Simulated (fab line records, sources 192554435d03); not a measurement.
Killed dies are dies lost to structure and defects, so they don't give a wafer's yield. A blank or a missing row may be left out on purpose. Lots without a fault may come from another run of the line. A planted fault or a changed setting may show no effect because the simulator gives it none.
A struck lot beside a sound one | flow n5_finfet | 39 steps out of a route of 1938
Sound: wafers L485.2, L485.3, L485.4. Struck: wafers L497.3, L497.5, L497.6. The cause comes at the end.
At each step with rows: each side's tool, then ch and its chambers, then its first start. Under that, the readings that differ: sound wafers | struck wafers | difference of the means | sigmas: that difference in standard deviations of wafers without a fault.
alike: readings whose means differ by less than 2 such deviations, and words and numbers that are the same on both sides. not compared: withheld readings, readings that some wafer has no value for, bounds like >300 that may hide the same value, and numbers for which the record gives no deviation and whose values overlap.
The two part at a step that has a row with sigmas, a row that says differs or no value, or rows on one side only. Numbers that don't overlap but have no deviation are shown without sigmas and don't part them. A reading that every wafer of one side lacks parts them only if that side has two wafers or more.

first, 12 steps without rows for these wafers: N5_SD_EPI_N_ETCH_35 (etches SOC in N2/H2, overetch 108 nm, time 486 s); N5_SD_EPI_N_STRIP_36 (strips in N2/H2); N5_SD_EPI_N_ETCHBACK_44 (etches SiNx in CH3F/O2, stops on SiO2, target depth 14.5 nm); N5_SD_EPI_N_ETCH_45 (etches SiOCN in CH3F/O2, target depth 6 nm); N5_SD_EPI_N_ETCH_16 (etches SiO2 in CHF3/O2, target depth 5 nm); N5_SD_EPI_N_STRIP_47 (strips in CHF3/O2); N5_SD_EPI_N_SD_RECESS_17 (chemistry HBr/Cl2/O2, target depth 41 nm, time 23.7 s, bt time 3 s); N5_SD_EPI_N_STRIP_38 (strips in N2/H2); N5_SD_EPI_N_WET_ETCH_43 (etches SiO2 in dHF, time 14 s, target depth 1.5 nm); N5_SD_EPI_N_STRIP_18 (strips in SPM, time 750 s); N5_SD_EPI_N_SRD_20 (time 30 s); N5_SD_EPI_N_PRECLEAN_48 (cleans in NF3:NH3, afs cycles 2, time 20 s, sublimation time 60 s).
N5_SD_EPI_N_VAPOR_ETCH_50: etches Si in HCl, time 54 s.
  sound on epi_rpcvd-03 ch 0, day 4 11:05; struck on epi_rpcvd-03, day 7 10:14
  no value came back on the struck wafers for chamber_pressure_Torr (Torr), lamp_inner_pct (%), throttle_valve_pct (%), time_s (s); on the sound wafers chamber_pressure_Torr (Torr) reads 20.03 20.06 19.98
then, 24 steps without rows for these wafers: N5_SD_EPI_N_EPI_21 (deposits Si:P, time 690 s); N5_SD_EPI_N_PRECLEAN_24 (cleans in O3/DIW, time 60 s); N5_SD_EPI_N_SRD_25 (time 30 s); N5_SD_EPI_N_PRECLEAN_49 (cleans in NF3:NH3, afs cycles 1, time 20 s, sublimation time 60 s); N5_SD_EPI_N_LINER_46 (material SiNx, target thk 3 nm); N5_SD_EPI_P_COAT_34 (time 60 s, resist thk 350 nm); N5_SD_EPI_P_COAT_35 (time 60 s, resist thk 35 nm); N5_SD_EPI_P_COAT_03 (resist thk 150 nm); N5_SD_EPI_P_EBR_05; N5_SD_EPI_P_SOFTBAKE_04 (time 60 s); N5_SD_EPI_P_EXPOSE_06 (exposes mask SD P BLK, target cd 240 nm); N5_SD_EPI_P_PEB_07 (peb time 60 s); N5_SD_EPI_P_DEVELOP_08 (develop time 30 s); N5_SD_EPI_P_DESCUM_14 (chemistry O2, time 7.9 s); N5_SD_EPI_P_ETCH_36 (etches SiARC in CF4, target depth 45.5 nm, time 75.8 s); N5_SD_EPI_P_ETCH_37 (etches SOC in N2/H2, overetch 108 nm, time 486 s); N5_SD_EPI_P_STRIP_38 (strips in N2/H2); N5_SD_EPI_P_ETCHBACK_46 (etches SiNx in CH3F/O2, stops on SiO2, target depth 17.5 nm); N5_SD_EPI_P_ETCH_47 (etches SiOCN in CH3F/O2, target depth 25 nm); N5_SD_EPI_P_ETCH_16 (etches SiO2 in CHF3/O2, target depth 5 nm); N5_SD_EPI_P_STRIP_50 (strips in CHF3/O2); N5_SD_EPI_P_SD_RECESS_17 (chemistry HBr/Cl2/O2, target depth 39.1 nm, bt time 3 s); N5_SD_EPI_P_WET_ETCH_45 (etches SiO2 in dHF, time 10.7 s, target depth 2 nm, rinse time 30 s); N5_SD_EPI_P_STRIP_40 (strips in N2/H2).
-- the record jumps here: 5 days lie between the struck wafers' starts before and after (it left off in module SD_EPI_P and takes up again in module BEOL_M4, whose first step shown is number 1111 of the route) --
N5_BEOL_M4_RC_MEAS_101:
  sound on prober-02 ch 0, day 9 10:53; struck on prober-02 ch 0, day 12 13:04
  reading             | sound                      | struck                     | difference | sigmas
  CJ_N                | 4.39 4.42 4.43             | 3.88 3.88 3.68             | -0.60      | -6
  DIBL_N (mV/V)       | 39.6 40.0 40.5             | 25.3 22.5 23.1             | -16.4      | -10
  IOFF_N (nA/um)      | 0.186 0.186 0.221          | 0.042 0.029 0.031          | -0.164     | -6
  IOFF_N_85C (nA/um)  | 3.6 3.6 4.2                | 1.0 0.8 0.8                | -2.9       | -6
  IOFF_N_LIN (nA/um)  | 0.088 0.085 0.101          | 0.026 0.019 0.020          | -0.070     | -6
  IOFF_N_LONG (nA/um) | 5.86e-05 5.84e-05 5.89e-05 | 4.53e-05 4.48e-05 4.47e-05 | -1.37e-05  | -5
  IOFF_P (nA/um)      | 0.26 0.27 0.27             | 0.22 0.17 0.18             | -0.08      | -2
  ION_N (uA/um)       | 680 678 694                | 529 508 503                | -171       | -16
  REXT_N (ohm.um)     | 76.7 75.9 74.7             | 149.4 151.8 155.0          | +76.3      | +48
  SS_N (mV/dec)       | 71.5 72.4 71.8             | 69.3 68.7 69.3             | -2.8       | -5
  VT_N (mV)           | 247 247 245                | 272 279 276                | +29        | +10
  VT_N_LVT (mV)       | 96.3 96.6 93.3             | 122.4 128.6 128.6          | +31.1      | +11
  VT_P (mV)           | -247 -246 -244             | -251 -254 -255             | -8         | -2
  alike: DIBL_P, ION_P, SS_P
-- the record jumps here: 4 days lie between the struck wafers' starts before and after (it left off in module BEOL_M4 and takes up again in module PASSIVATION, whose first step shown is number 1936 of the route) --
N5_PASSIVATION_PROBE_49:
  sound on prober-02, day 13 18:17; struck on prober-01, day 16 14:47
  reading              | sound          | struck            | difference | sigmas
  sort_bin_8_speed (%) | 0 0 0          | 91.19 87.80 92.03 | +90.34     | +99 or more
  sort_n_pass          | 1072 1098 1092 | 0 0 0             | -1087      | -64
  sort_yield_pct (%)   | 90.8 93.1 92.5 | 0 0 0             | -92        | -61
  alike: defect_limited_yield, killed_at_M0_to_M3, killed_at_M4_up, killed_at_contacts, killed_at_front_end, killed_at_other, killed_dies, killed_open, killed_short, sort_bin_5_function, sort_bin_6_memory

WHERE THEY PART
First at N5_SD_EPI_N_VAPOR_ETCH_50; last, within this record, at N5_PASSIVATION_PROBE_49.

WHY: what the simulator had put in
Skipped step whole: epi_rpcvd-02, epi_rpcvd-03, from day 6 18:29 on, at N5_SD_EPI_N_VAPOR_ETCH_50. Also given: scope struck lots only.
